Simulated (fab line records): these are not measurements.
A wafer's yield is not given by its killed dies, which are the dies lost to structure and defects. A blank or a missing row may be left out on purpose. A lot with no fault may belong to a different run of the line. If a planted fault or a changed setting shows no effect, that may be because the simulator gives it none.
fab line records	flow n5Finfet	part 1 of 2: steps 1 to 4 of 6
record: lots: 23	wafers: 69	lastDay: 18
route steps=1938 shown BEOL_M8@1395 BEOL_M9@1415
lots with no fault: from the same line, run without faults
startH: hours from the record's opening day to when the first of the lot's shown wafers began	waitH: hours since the lot's step before	" the same as in the row above	L1.1+2: several wafers, shown together as one row	- no value, or no start was given	* or withheld: withheld	< > ~ a bound
route shown NAME@n: NAME is a module with steps in the file, n the number in the route of the first one	usual: the fault-free wafers' mean and standard deviation	same: alike in all rows	chamber/n: place in a boat	sites: the reading at each site	_std_site: the standard deviation of these	_edge_site: the outer-site mean with the inner-site mean subtracted	radiusMm: how far each site lies from the wafer's centre	mask NAME#n: copy n	behind: the tool/chamber that last shaped the wafer	hold: why the lot went on hold/how many hours it stayed there/how the hold came to an end	device: which transistor (n, p or np) failed to switch	end of line: tests of these same wafers at the route's end	a step given without rows: its recipe and nothing more	killed: at the first sort, the dies lost to defects and structure; wafer yield is something else	map: a wafer's dies, x killed, . not, _ none there
set.NAME: setting as actually run; set.NAME@STEP: the setting as run at that earlier step	model.NAME: the simulator's own value behind a step, which no gauge read
the route's steps for a sample of lots (tables are steps, rows are wafers)
services: the hour from which a tool's chamber was out of use, counted from the record's first day as startH (under 0 if before that day), plus the number of hours and why
== steps ==
step: N5_BEOL_M8_CMP_52
recipe: stopOn: SiCOH_lowk	tOverpolishS: 6.9	downForcePsi: 1	platenRpm: 50	clearingPlatenDownForcePsi: 1.5	clearingPlatenRpm: 50	postCmpClean: cuAlkaline	targetThkNm: 80	clearingPlatenPadVelocityMS: 0.99484	padVelocityMS: 0.99484
usual: barrierFieldEndpointS: 28.8/0.71	clearingPlatenRpm: 49.999/0.027	motorCurrentA: 5.8/0.45	overpolishRunS: 6.899/0.0079	padLifeWafers: 1140/610	platenRpm: 50.00/0.042	slurryFilterDpKPa: 13.50/0.13	timeToEndpointS: 62/3.3
lot.wafer	tool	chamber	startH	waitH	barrierFieldEndpointS	clearingPlatenRpm	motorCurrentA	overpolishRunS	padLifeWafers	platenRpm	slurryFilterDpKPa	timeToEndpointS
L074.4	cmp-02	3	200.26	0.1	29.7	50.014	6.2	6.902	1704	50.00	13.55	68
L074.2	"	0	"	"	28.1	49.993	5.5	6.882	1705	49.90	13.48	58
L074.3	"	2	"	"	28.9	49.979	5.9	6.884	1707	50.07	13.21	67
L075.2	cmp-04	2	204.35	0.2	27.9	50.023	5.7	6.911	1980	49.97	13.53	63
L075.4	"	3	"	"	28.2	50.015	5.5	6.907	1981	50.09	13.43	61
L075.5	"	2	"	"	28.5	50.030	5.8	6.897	-	50.00	13.53	61
L076.3	cmp-02	3	211.09	0.2	28.2	50.026	6.4	6.901	1794	50.06	13.22	60
L076.4	"	0	"	"	28.0	49.989	5.1	6.894	1795	50.00	13.68	56
L076.1	"	2	"	"	28.4	49.987	5.9	6.906	1797	50.03	13.37	62
L078.3	cmp-02	3	215.32	0.3	29.4	50.035	6.2	6.907	1844	49.99	13.70	66
L078.1	"	0	"	"	27.8	49.954	5.4	6.897	1845	49.92	13.40	55
L078.6	"	1	"	"	29.4	50.011	5.6	6.885	-	49.96	13.69	67
L077.1	cmp-04	2	215.56	0.3	27.7	50.002	5.7	6.893	31	49.97	13.53	57
L077.4	"	3	"	"	27.7	50.015	5.6	6.904	32	50.02	13.37	58
L077.6	"	1	"	"	28.9	49.990	6.7	6.894	-	50.04	13.51	63
L079.3	cmp-02	3	224.09	0.2	29.0	50.035	6.6	6.900	1922	50.02	13.51	66
L079.1	"	0	"	"	27.7	49.963	5.2	6.903	1923	50.03	13.56	57
L079.5	"	2	"	"	29.3	50.000	5.7	6.889	-	49.96	13.49	63
L080.1	cmp-04	2	233.12	0.3	27.2	49.996	5.9	6.905	162	50.08	13.49	57
L080.4	"	3	"	"	28.1	50.064	5.5	6.906	163	50.04	13.40	62
L080.2	"	1	"	"	28.3	49.969	6.4	6.885	165	50.07	13.31	65
L081.1	cmp-04	2	247.36	0.3	28.3	49.990	5.8	6.902	294	49.94	13.27	57
L081.3	"	0	"	"	29.0	49.988	5.8	6.904	296	50.07	13.59	60
L081.2	"	1	"	"	29.2	50.003	6.7	6.905	297	49.98	13.51	67
L082.2	cmp-01	2	259.08	0.2	28.4	50.001	5.8	6.892	1080	50.03	13.38	63
L082.1	"	1	"	"	28.5	50.008	5.5	6.909	1083	50.04	13.61	61
L082.6	"	2	"	"	28.7	50.000	5.7	6.909	-	50.02	13.63	63
L083.4	cmp-01	0	269.70	0.1	28.9	50.022	5.5	6.901	1200	49.91	13.63	59
L083.1	"	2	"	"	29.4	50.021	6.0	6.887	1202	50.03	13.40	61
L083.2	"	3	"	"	28.1	49.987	6.2	6.901	1203	50.04	13.48	59
L084.3	cmp-02	0	278.97	0.2	27.5	49.989	5.5	6.899	193	50.01	13.38	56
L084.1	"	2	"	"	28.6	49.988	6.0	6.882	195	49.98	13.51	62
L084.6	"	0	"	"	27.7	49.981	5.1	6.898	-	49.96	13.42	58
L085.3	cmp-01	1	279.23	0.2	28.2	49.976	5.7	6.901	1272	49.95	13.49	62
L085.2	"	0	"	"	28.0	49.994	5.7	6.906	1275	49.97	13.57	60
L085.6	"	1	"	"	28.7	49.997	5.6	6.916	-	50.01	13.45	61
L086.4	cmp-01	1	280.64	0.2	29.6	50.095	5.6	6.903	1285	50.01	13.52	64
L086.3	"	2	"	"	29.1	50.007	5.6	6.908	1286	49.99	13.49	67
L086.2	"	3	"	"	29.2	49.979	6.4	6.894	1287	49.98	13.33	61
L088.2	cmp-02	0	284.37	0.2	27.8	50.016	5.4	6.895	235	49.99	13.59	59
L088.1	"	1	"	"	27.8	50.022	5.3	6.907	236	50.03	13.46	62
L088.5	"	3	"	"	28.8	50.050	6.9	6.900	-	49.98	13.33	62
L087.2	cmp-01	1	289.74	0.3	28.2	49.981	5.6	6.890	1358	50.02	13.70	61
L087.4	"	2	"	"	29.3	49.989	5.7	6.896	1359	49.97	13.34	63
L087.6	"	0	"	"	29.2	50.004	5.4	6.896	-	49.99	13.53	60
L090.1	cmp-01	2	294.07	0.3	29.6	50.009	6.0	6.898	1386	50.00	13.66	69
L090.3	"	1	"	"	29.2	50.005	5.7	6.890	1389	50.02	13.61	66
L090.5	"	3	"	"	29.6	50.023	6.2	6.902	-	49.98	13.53	64
L091.4	cmp-04	1	317.97	0.1	29.3	49.958	6.6	6.902	780	50.02	13.56	66
L091.2	"	2	"	"	27.6	50.040	5.7	6.903	781	49.96	13.47	57
L091.3	"	0	"	"	29.1	50.029	5.7	6.906	783	49.95	13.79	65
L094.2	cmp-04	0	319.77	0.3	28.9	50.006	5.6	6.912	806	50.02	13.53	62
L094.6	"	2	"	"	28.5	49.994	5.6	6.898	-	50.02	13.48	59
L094.5	"	3	"	"	28.6	49.965	5.4	6.903	-	49.99	13.49	62
L092.2	cmp-01	3	323.82	0.2	28.7	50.009	6.7	6.906	1602	49.98	13.39	66
L092.1	"	1	"	"	29.2	50.005	5.7	6.909	1604	50.00	13.54	64
L092.5	"	0	"	"	28.6	49.990	5.4	6.890	-	49.97	13.79	60
L093.4	cmp-02	3	326.17	0.2	29.6	50.026	6.7	6.900	547	50.04	13.37	65
L093.2	"	1	"	"	29.3	49.994	5.3	6.904	549	50.07	13.49	65
L093.6	"	2	"	"	29.1	49.978	5.9	6.887	-	50.00	13.59	65
L096.2	cmp-04	2	340.82	0.2	28.9	49.980	5.4	6.909	954	49.99	13.63	60
L096.3	"	3	"	"	29.1	49.956	5.7	6.892	955	50.00	13.59	65
L096.1	"	0	"	"	29.2	50.040	6.0	6.911	956	50.03	13.47	64
L095.3	cmp-01	0	341.23	0.2	29.0	50.034	5.6	6.908	1752	50.02	13.56	61
L095.1	"	2	"	"	29.8	49.985	5.6	6.886	1754	49.98	13.55	67
L095.4	"	3	"	"	30.4	49.967	6.1	6.886	1755	50.03	13.59	66
L097.4	cmp-01	1	344.45	0.2	28.9	49.992	5.4	6.894	1784	49.94	13.58	62
L097.1	"	2	"	"	28.7	50.060	5.3	6.885	1785	49.98	13.67	66
L097.5	"	3	"	"	28.3	49.952	6.0	6.900	-	49.96	13.41	63
step: N5_BEOL_M9_OVL_MEAS_12
recipe: pointsPerWafer: 44
usual: M9_OVL: 0.5/0.87
lot.wafer	tool	chamber	startH	waitH	M9_OVL[nm]
L074.2	overlay-02	0	202.73	0.0	2.4
L074.3	"	0	"	"	2.4
L074.4	"	0	"	"	2.4
L075.2	overlay-01	0	207.98	0.0	-0.7
L075.4	"	0	"	"	-0.8
L075.5	"	0	"	"	-1.1
L076.1	overlay-02	0	213.77	0.0	0.2
L076.3	"	0	"	"	0.6
L076.4	"	0	"	"	1.2
L077.1	overlay-01	0	218.43	0.0	-0.3
L077.4	"	0	"	"	-0.1
L077.6	"	0	"	"	0.8
L078.1	overlay-01	0	218.74	0.0	-0.7
L078.3	"	0	"	"	0.1
L078.6	"	0	"	"	0.6
L079.1	overlay-01	0	228.42	0.0	1.4
L079.3	"	0	"	"	1.0
L079.5	"	0	"	"	1.1
L080.1	overlay-01	0	236.03	0.0	-0.1
L080.2	"	0	"	"	0.6
L080.4	"	0	"	"	0.1
L081.1	overlay-02	0	252.17	0.0	1.4
L081.2	"	0	"	"	0.9
L081.3	"	0	"	"	0.3
L082.1	overlay-01	0	262.17	0.0	0.9
L082.2	"	0	"	"	-0.6
L082.6	"	0	"	"	0.6
L083.1	overlay-02	0	272.55	0.0	1.6
L083.2	"	0	"	"	1.8
L083.4	"	0	"	"	1.4
L084.1	overlay-01	0	280.85	0.0	0.5
L084.3	"	0	"	"	1.2
L084.6	"	0	"	"	-1.2
L085.2	overlay-01	0	281.08	0.0	1.0
L085.3	"	0	"	"	0.6
L085.6	"	0	"	"	0.1
L086.2	overlay-02	0	283.84	0.0	0.4
L086.3	"	0	"	"	1.6
L086.4	"	0	"	"	0.9
L088.1	overlay-01	0	286.06	0.0	1.5
L088.2	"	0	"	"	1.2
L088.5	"	0	"	"	1.5
L087.2	overlay-02	0	292.94	0.0	-0.8
L087.4	"	0	"	"	-0.8
L087.6	"	0	"	"	-1.2
L090.1	overlay-01	0	298.03	0.0	0.3
L090.3	"	0	"	"	0.1
L090.5	"	0	"	"	0.8
L091.2	overlay-01	0	323.61	0.0	-0.3
L091.3	"	0	"	"	0.1
L091.4	"	0	"	"	1.0
L094.2	overlay-01	0	323.79	0.0	-0.7
L094.5	"	0	"	"	-0.3
L094.6	"	0	"	"	-1.0
L092.1	overlay-02	0	326.36	0.0	0.2
L092.2	"	0	"	"	1.1
L092.5	"	0	"	"	0.2
L093.2	overlay-02	0	329.30	0.0	1.1
L093.4	"	0	"	"	0.8
L093.6	"	0	"	"	0.1
L096.1	overlay-01	0	344.18	0.0	0.3
L096.2	"	0	"	"	0.2
L096.3	"	0	"	"	0.7
L095.1	overlay-01	0	344.46	0.0	1.6
L095.3	"	0	"	"	0.7
L095.4	"	0	"	"	0.3
L097.1	overlay-02	0	347.94	0.0	0.6
L097.4	"	0	"	"	1.4
L097.5	"	0	"	"	0.5
step: N5_BEOL_M9_DESCUM_16
recipe: chemistry: O2	timeS: 7.9	sourcePowerW: 50	biasPowerW: 20	pressureMtorr: 20	rfFrequencyHz: 2.712e+07	tempC: 40	resist: CAR-ArF	o2FlowSccm: 225
usual: drypumpMotorCurrentA: 5.5/0.44	oesProductAu: 0.79/0.096	rfVppV: 244.1/1.4	showerheadPlenumPTorr: 2.15/0.072	throttleValvePct: 20.51/0.28
lot.wafer	tool	chamber	startH	waitH	drypumpMotorCurrentA	oesProductAu	rfHoursCounterH	rfVppV	showerheadPlenumPTorr	throttleValvePct
L074.2	rieDiel-05	0	202.79	0.0	6.2	0.71	225	242.2	1.97	20.57
L074.3	"	1	"	"	5.7	0.86	55	243.7	2.13	20.52
L074.4	"	3	"	"	5.6	0.73	171	244.0	2.18	20.25
L075.2	rieDiel-05	0	208.03	0.0	6.2	0.70	227	242.2	1.97	20.58
L075.4	"	2	"	"	5.0	0.71	200	244.1	2.14	20.77
L075.5	"	3	"	"	5.6	0.73	-	245.3	2.18	20.27
L076.1	rieDiel-02	0	213.83	0.0	5.2	0.74	166	243.6	2.18	20.87
L076.3	"	3	"	"	5.5	0.73	162	243.7	2.16	20.55
L076.4	"	3	"	"	5.5	0.74	-	243.6	2.16	20.57
L077.1	rieDiel-02	3	218.48	0.0	5.5	0.74	163	245.6	2.16	20.57
L077.4	"	2	"	"	5.0	0.95	14	245.4	2.21	19.97
L077.6	"	1	"	"	5.6	0.98	-	246.5	2.23	20.67
L078.1	rieDiel-02	3	218.98	0.2	5.5	0.74	163	243.8	2.16	20.56
L078.3	"	2	"	"	5.0	0.96	14	247.1	2.21	19.98
L078.6	"	1	"	"	5.7	0.97	-	245.5	2.23	20.66
L079.1	rieDiel-06	1	228.50	0.1	6.6	0.85	52	245.1	2.20	19.99
L079.3	"	3	"	"	6.5	0.72	170	244.0	2.17	20.28
L079.5	"	3	"	"	6.5	0.73	-	243.8	2.17	20.29
L080.1	rieDiel-05	1	236.08	0.0	5.7	0.85	65	243.3	2.13	20.52
L080.2	"	3	"	"	5.6	0.72	181	244.6	2.18	20.28
L080.4	"	0	"	"	6.1	0.70	235	241.9	1.97	20.59
L081.1	rieDiel-05	1	252.23	0.0	5.7	0.85	69	243.3	2.13	20.53
L081.2	"	2	"	"	5.0	0.70	213	243.8	2.14	20.78
L081.3	"	3	"	"	5.6	0.72	186	245.0	2.17	20.28
L082.1	rieDiel-05	1	262.48	0.3	5.7	0.85	71	243.2	2.13	20.54
L082.2	"	0	"	"	6.2	0.70	241	241.3	1.96	20.61
L082.6	"	3	"	"	5.6	0.72	-	245.3	2.17	20.29
L083.1	rieDiel-05	2	272.63	0.1	5.0	0.69	218	243.5	2.14	20.81
L083.2	"	3	"	"	5.6	0.72	191	244.1	2.17	20.30
L083.4	"	1	"	"	5.7	0.84	74	243.6	2.13	20.54
L084.1	rieDiel-02	1	280.91	0.0	5.6	0.92	29	242.2	2.22	20.67
L084.3	"	0	"	"	5.2	0.72	186	243.4	2.17	20.90
L084.6	"	2	"	"	5.0	0.90	-	246.1	2.21	20.00
L085.2	rieDiel-06	3	281.33	0.2	6.4	0.72	186	243.9	2.16	20.30
L085.3	"	1	"	"	6.6	0.83	67	245.0	2.19	20.03
L085.6	"	3	"	"	6.5	0.71	-	242.8	2.16	20.30
L086.2	rieDiel-05	1	283.89	0.0	5.7	0.83	77	242.5	2.13	20.54
L086.3	"	3	"	"	5.6	0.72	195	245.0	2.17	20.30
L086.4	"	2	"	"	5.0	0.70	222	244.3	2.13	20.82
L088.1	rieDiel-02	2	286.12	0.0	5.0	0.91	32	244.9	2.20	20.00
L088.2	"	1	"	"	5.7	0.93	30	243.6	2.22	20.69
L088.5	"	2	"	"	5.0	0.91	-	245.0	2.20	20.00
L087.2	rieDiel-02	2	293.00	0.0	5.0	0.90	34	244.8	2.20	19.99
L087.4	"	0	"	"	5.2	0.72	-	243.3	2.17	20.91
L087.6	"	2	"	"	5.0	0.91	-	244.5	2.20	20.01
L090.1	rieDiel-02	2	298.09	0.0	5.0	0.90	35	245.8	2.20	20.00
L090.3	"	1	"	"	5.6	0.91	33	245.7	2.22	20.69
L090.5	"	1	"	"	5.7	0.92	-	245.3	2.22	20.68
L091.2	rieDiel-02	3	323.67	0.0	5.5	0.72	191	243.0	2.15	20.62
L091.3	"	1	"	"	5.6	0.90	40	245.3	2.22	20.70
L091.4	"	0	"	"	5.2	0.70	197	243.9	2.17	20.90
L094.2	rieDiel-02	1	323.92	0.1	5.6	0.89	40	246.2	2.22	20.70
L094.5	"	1	"	"	5.6	0.90	-	246.0	2.22	20.71
L094.6	"	0	"	"	5.2	0.71	-	245.8	2.17	20.92
L092.1	rieDiel-02	2	326.69	0.3	5.0	0.88	42	246.0	2.20	20.01
L092.2	"	0	"	"	5.2	0.71	198	244.9	2.17	20.91
L092.5	"	2	"	"	5.0	0.89	-	244.3	2.20	20.03
L093.2	rieDiel-02	2	329.93	0.6	5.0	0.89	44	244.5	2.20	20.02
L093.4	"	1	"	"	5.7	0.89	43	246.2	2.22	20.71
L093.6	"	0	"	"	5.2	0.71	-	244.8	2.17	20.90
L096.1	rieDiel-02	1	344.36	0.2	5.6	0.89	46	245.1	2.22	20.71
L096.2	"	3	"	"	5.5	0.71	198	244.9	2.15	20.62
L096.3	"	2	"	"	5.0	0.88	47	245.9	2.20	20.03
L095.1	rieDiel-05	1	344.54	0.1	5.7	0.80	100	243.2	2.12	20.59
L095.3	"	2	"	"	5.0	0.67	245	244.4	2.13	20.81
L095.4	"	1	"	"	5.7	0.81	-	244.6	2.12	20.59
L097.1	rieDiel-06	3	348.03	0.1	6.5	0.70	207	244.7	2.16	20.33
L097.4	"	1	"	"	6.6	0.81	85	244.7	2.19	20.06
L097.5	"	0	"	"	5.1	0.71	-	241.8	1.97	20.45
step: N5_BEOL_M9_CD_MEAS_28
recipe: targetCdNm: 70	landingEnergyEv: 500	detector: seInlens	polarity: opening
usual: cdNm: 70.01/0.26
lot.wafer	tool	chamber	startH	waitH	cdNm
L074.2	cdSem-01	0	206.70	-	70.35
L074.3	"	0	"	"	69.86
L074.4	"	0	"	"	69.90
L075.2	cdSem-02	0	210.14	-	69.87
L075.4	"	0	"	"	69.74
L075.5	"	0	"	"	69.76
L076.1	cdSem-03	0	214.58	-	69.76
L076.3	"	0	"	"	70.07
L076.4	"	0	"	"	70.18
L077.1	cdSem-03	0	220.80	-	69.50
L077.4	"	0	"	"	69.83
L077.6	"	0	"	"	70.38
L078.1	cdSem-02	0	220.97	-	70.28
L078.3	"	0	"	"	70.01
L078.6	"	0	"	"	70.10
L079.1	cdSem-03	0	229.39	-	69.34
L079.3	"	0	"	"	69.95
L079.5	"	0	"	"	70.32
L080.1	cdSem-03	0	236.97	-	69.98
L080.2	"	0	"	"	69.88
L080.4	"	0	"	"	69.84
L081.1	cdSem-01	0	256.48	-	70.39
L081.2	"	0	"	"	69.82
L081.3	"	0	"	"	70.27
L082.1	cdSem-03	0	263.27	-	70.21
L082.2	"	0	"	"	69.83
L082.6	"	0	"	"	70.03
L083.1	cdSem-02	0	274.39	-	70.34
L083.2	"	0	"	"	69.62
L083.4	"	0	"	"	70.27
L084.1	cdSem-02	0	282.38	-	69.86
L084.3	"	0	"	"	69.65
L084.6	"	0	"	"	69.76
L085.2	cdSem-02	0	282.55	-	70.08
L085.3	"	0	"	"	70.12
L085.6	"	0	"	"	69.80
L086.2	cdSem-01	0	285.04	-	69.59
L086.3	"	0	"	"	69.89
L086.4	"	0	"	"	69.67
L088.1	cdSem-03	0	287.19	-	70.02
L088.2	"	0	"	"	70.17
L088.5	"	0	"	"	70.00
L087.2	cdSem-03	0	296.55	-	70.46
L087.4	"	0	"	"	70.14
L087.6	"	0	"	"	69.59
L090.1	cdSem-01	0	300.59	-	70.19
L090.3	"	0	"	"	70.21
L090.5	"	0	"	"	69.79
L094.2	cdSem-01	0	325.14	-	69.91
L094.5	"	0	"	"	69.91
L094.6	"	0	"	"	70.33
L091.2	cdSem-01	0	325.19	-	69.99
L091.3	"	0	"	"	69.73
L091.4	"	0	"	"	70.40
L092.1	cdSem-02	0	328.19	-	70.16
L092.2	"	0	"	"	70.32
L092.5	"	0	"	"	70.24
L093.2	cdSem-03	0	330.98	-	69.62
L093.4	"	0	"	"	69.91
L093.6	"	0	"	"	69.85
L096.1	cdSem-01	0	347.30	-	69.92
L096.2	"	0	"	"	69.82
L096.3	"	0	"	"	69.67
L095.1	cdSem-01	0	347.84	-	69.80
L095.3	"	0	"	"	69.87
L095.4	"	0	"	"	70.06
L097.1	cdSem-03	0	348.92	-	70.17
L097.4	"	0	"	"	70.47
L097.5	"	0	"	"	70.31
